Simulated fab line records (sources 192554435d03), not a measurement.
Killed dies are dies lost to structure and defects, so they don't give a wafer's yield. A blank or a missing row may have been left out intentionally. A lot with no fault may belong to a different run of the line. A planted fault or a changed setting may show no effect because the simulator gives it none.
Which tool is to blame?    flow n5 finfet    28 wafers from 10 lots sampled at 4 of the route's 1938 steps

## WHAT EACH GAUGE READ, for each wafer
N5_BEOL_M4_RC_MEAS_101. Usual: DIBL_N 36.2 mV/V, standard deviation 1.6; DIBL_P 36.5 mV/V, standard deviation 1.9; IOFF_N 0.158 nA/um, standard deviation 0.027; IOFF_P 0.21 nA/um, standard deviation 0.038; ION_N 675 uA/um, standard deviation 12; ION_P 464 uA/um, standard deviation 8.9; SS_N 71.5 mV/dec, standard deviation 0.61; SS_P 73.4 mV/dec, standard deviation 0.59; VT_N 250.4 mV, standard deviation 3; VT_P -250 mV, standard deviation 3.6.
lot   measured      on         DIBL_N (mV/V)   DIBL_P (mV/V)   IOFF_N (nA/um)     IOFF_P (nA/um)  ION_N (uA/um)  ION_P (uA/um)  SS_N (mV/dec)   SS_P (mV/dec)   VT_N (mV)          VT_P (mV)       flag
L238  day 7 20:24   prober-01  37.7 36.3 38.5  38.5 36.5 39.0  0.175 0.146 0.194  0.26 0.22 0.27  683 676 683    474 472 468    72.3 71.1 72.0  74.0 73.0 74.1  251.0 251.9 247.4  -247 -250 -245  
L240  day 8 17:38   prober-01  36.9 38.4 36.7  36.6 37.3 35.5  0.154 0.171 0.148  0.22 0.22 0.20  666 669 670    461 461 458    72.4 71.9 71.7  73.5 74.1 72.9  254.4 251.4 253.9  -251 -252 -252  
L241  day 8 18:03   prober-02  34.7 36.7 35.4  34.0 37.3 35.1  0.134 0.164 0.147  0.16 0.21 0.17  658 661 650    450 457 446    70.6 71.9 71.8  72.6 73.3 72.7  253.2 253.0 254.2  -257 -250 -256  
L243  day 9 10:29   prober-01  37.8 38.4 39.3  37.8 38.4 39.3  0.168 0.180 0.192  0.21 0.22 0.24  684 689 680    461 461 463    72.0 71.5 71.3  73.6 74.4 74.3  253.7 249.0 251.1  -250 -250 -253  
L244  day 9 19:01   prober-01  34.9            34.8            0.129              0.20            673            465            71.5            73.4            255.7              -249            
L256  day 12 12:52  prober-01  37.6 35.3 34.3  39.8 38.0 36.5  0.205 0.153 0.132  0.24 0.21 0.18  676 669 658    460 462 459    72.9 71.9 71.9  74.1 74.0 73.4  246.6 252.0 253.2  -249 -251 -253  
L258  day 13 14:35  prober-02  35.7 36.8 35.6  35.7 38.1 36.5  0.158 0.175 0.165  0.18 0.23 0.20  677 666 677    459 457 468    71.2 71.6 71.4  72.7 73.8 72.8  248.8 247.5 248.2  -254 -250 -251  
L257  day 13 19:52  prober-02  38.4 37.6 37.1  36.8 36.5 35.7  0.179 0.163 0.161  0.26 0.25 0.22  673 666 658    468 467 457    72.1 72.0 72.8  73.3 74.1 73.2  249.6 249.4 253.0  -247 -247 -247  
L260  day 14 01:01  prober-01  38.4 36.2 36.0  38.9 36.3 35.3  0.223 0.157 0.158  0.30 0.23 0.21  690 666 675    478 461 461    73.0 71.9 71.6  74.6 73.7 72.9  246.9 252.2 252.8  -245 -248 -252  
L259  day 14 08:34  prober-02  35.0 34.2 32.9  34.8 34.5 33.3  0.149 0.141 0.116  0.22 0.22 0.19  664 686 666    463 482 469    71.1 70.4 71.3  72.8 73.0 73.1  250.4 249.9 252.7  -248 -248 -251  

N5_PASSIVATION_OVL_MEAS_60. Usual: for TV_OVL the level is -5 nm and the standard deviation is 5.6.
lot   measured      on          TV_OVL (nm)  flag
L238  day 12 15:32  overlay-01  -6 -12 -8    
L240  day 12 16:11  overlay-02  -12 1 -2     
L241  day 13 10:22  overlay-02  4 2 1        
L243  day 13 18:28  overlay-01  -13 -9 -7    
L244  day 14 11:34  overlay-02  -4           
L256  day 16 18:58  overlay-02  7 2 3        
L258  day 18 08:28  overlay-02  -3 -3 -9     
L257  day 18 08:37  overlay-02  -9 -6 -11    
L260  day 18 14:29  overlay-01  -10 -11 -14  
L259  day 18 23:29  overlay-02  -5 -4 -5     

## WHICH TOOL RAN EACH LOT (tool, then ch and the chambers of the sampled wafers, then the start)
lot   N5_BEOL_M15_SPUTTER_43        N5_PASSIVATION_PECVD_01
L238  pvd sputter-03, day 12 08:02  pecvd-01 ch 0,1,2, day 12 15:00
L240  pvd sputter-02, day 12 07:23  pecvd-01 ch 0,1,2, day 12 15:28
L241  pvd sputter-02, day 12 15:04  pecvd-03 ch 1,2, day 13 04:01
L243  pvd sputter-01, day 13 10:48  pecvd-04 ch 0,1, day 13 17:55
L244  pvd sputter-03, day 14 02:43  pecvd-03 ch 2, day 14 11:02
L256  pvd sputter-02, day 16 11:08  pecvd-04 ch 0,1, day 16 17:44
L258  pvd sputter-02, day 17 18:44  pecvd-04 ch 0,2, day 18 05:14
L257  pvd sputter-02, day 17 22:32  pecvd-04 ch 0,1,2, day 18 06:03
L260  pvd sputter-01, day 17 22:44  pecvd-03 ch 0,1, day 18 10:34
L259  pvd sputter-01, day 18 11:14  pecvd-04 ch 1,2, day 18 21:00
- N5_BEOL_M15_SPUTTER_43: material TaN, target thk 15 nm, time 24.19 s.
- N5_PASSIVATION_PECVD_01: deposits SiNx from SiH4/NH3/N2, target thk 200 nm, time 43.2 s.

## AS READ BY THE TOOLS THEMSELVES (means over the sampled wafers that have a number; for cases with no such wafer, the mark the record gives instead)
N5_BEOL_M15_SPUTTER_43. Usual: 30.1 % for throttle valve pct, sd 0.7.
lot   tool            throttle valve pct (%)  flag
L238  pvd sputter-03  29.8                    
L240  pvd sputter-02  30.2                    
L241  pvd sputter-02  30.5                    
L243  pvd sputter-01  30.3                    
L244  pvd sputter-03  29.2                    
L256  pvd sputter-02  30.6                    
L258  pvd sputter-02  30.2                    
L257  pvd sputter-02  30.5                    
L260  pvd sputter-01  31.0                    
L259  pvd sputter-01  29.7                    

N5_PASSIVATION_PECVD_01. Usual: heater power w 369 W, standard deviation 82; showerhead plenum p Torr 8.64 Torr, standard deviation 0.06; throttle valve pct 28.7 %, standard deviation 1.3.
lot   tool      heater power w (W)  showerhead plenum p Torr (Torr)  throttle valve pct (%)  flag
L238  pecvd-01  371                 8.67                             28.9                    
L240  pecvd-01  376                 8.66                             28.8                    
L241  pecvd-03  354                 8.66                             28.0                    
L243  pecvd-04  405                 8.65                             30.2                    
L244  pecvd-03  317                 8.70                             27.1                    
L256  pecvd-04  432                 8.64                             30.7                    
L258  pecvd-04  342                 8.72                             28.5                    
L257  pecvd-04  348                 8.65                             29.1                    
L260  pecvd-03  376                 8.61                             29.0                    
L259  pecvd-04  268                 8.68                             27.9                    

## THE ANSWER, worked out from the rows above alone
Rule: a lot is off if the mean of its wafers that have a number lies more than 3 standard deviations from the usual mean. Also off: a lot with no number at a reading for which 4 or more lots have one. All remaining lots with rows at the step are treated as sound. Order of review: gauges by route order, followed by the tools' own readings, for which a lot's mean as printed above is used. The first step at which some lot is off is used, and at that step the reading that is off furthest; a lot without a number counts as furthest.
Nothing can be told from this: no lot is off at any reading shown.

## WHAT WAS PUT IN BY THE SIMULATOR
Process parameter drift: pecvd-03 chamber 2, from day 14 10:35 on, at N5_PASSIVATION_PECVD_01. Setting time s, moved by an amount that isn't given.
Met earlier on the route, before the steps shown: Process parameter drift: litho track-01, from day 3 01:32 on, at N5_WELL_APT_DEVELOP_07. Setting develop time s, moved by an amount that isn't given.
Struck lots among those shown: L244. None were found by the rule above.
